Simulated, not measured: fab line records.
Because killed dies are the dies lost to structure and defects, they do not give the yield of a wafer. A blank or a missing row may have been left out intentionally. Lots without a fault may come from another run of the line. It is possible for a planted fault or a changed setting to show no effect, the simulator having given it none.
Chamber matching    flow n5 finfet    rie si-05 running N5_FIN_SAQP_MANDREL_ETCH_58: 4 sister chambers
The step etches a-Si in HBr/Cl2, stops on SiNx, target depth 45 nm, bt time 10 s, time 27 s. 4 wafers are shown with their chamber, then 12 later ones without.

WAFERS PAIRED WITH THEIR CHAMBERS
wafer   chamber  throttle valve pct (%)
L087.1  1        35.4
L088.4  0        36.2
L090.5  3        35.7
L090.6  2        35.4

WAFERS WITHOUT THEIR CHAMBER
wafer   throttle valve pct (%)
L091.1  35.3
L091.4  36.2
L091.5  35.7
L094.2  35.4
L094.3  36.2
L094.6  35.3
L095.1  35.7
L095.2  35.4
L095.3  36.2
L096.1  35.7
L096.4  35.4
L096.5  36.2

CHAMBER TAKEN BY EACH
wafer   from the rows above      in truth
L091.1  can't be placed: 1 or 2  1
L091.4  0                        0
L091.5  3                        3
L094.2  can't be placed: 1 or 2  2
L094.3  0                        0
L094.6  can't be placed: 1 or 2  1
L095.1  3                        3
L095.2  can't be placed: 1 or 2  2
L095.3  0                        0
L096.1  3                        3
L096.4  can't be placed: 1 or 2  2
L096.5  0                        0
Correctly placed: 7 of 12. From these rows, 5 cannot be placed; in 5 the true chamber is one of the candidates. Number placed wrongly: 0.
How it was worked out, from the rows above alone: a wafer's distance from a chamber is the root of the sum, over the readings, of the square of ((its reading less the chamber's mean) divided by the reading's scatter). If the next closest chamber is less than 2 further off than the closest, the wafer can't be placed; otherwise it belongs to the closest. Each chamber's mean is taken over the wafers shown for it. The scatter (one wafer shown for each chamber): square how far every hidden wafer sits from the nearest shown wafer, average those squares and take the square root.
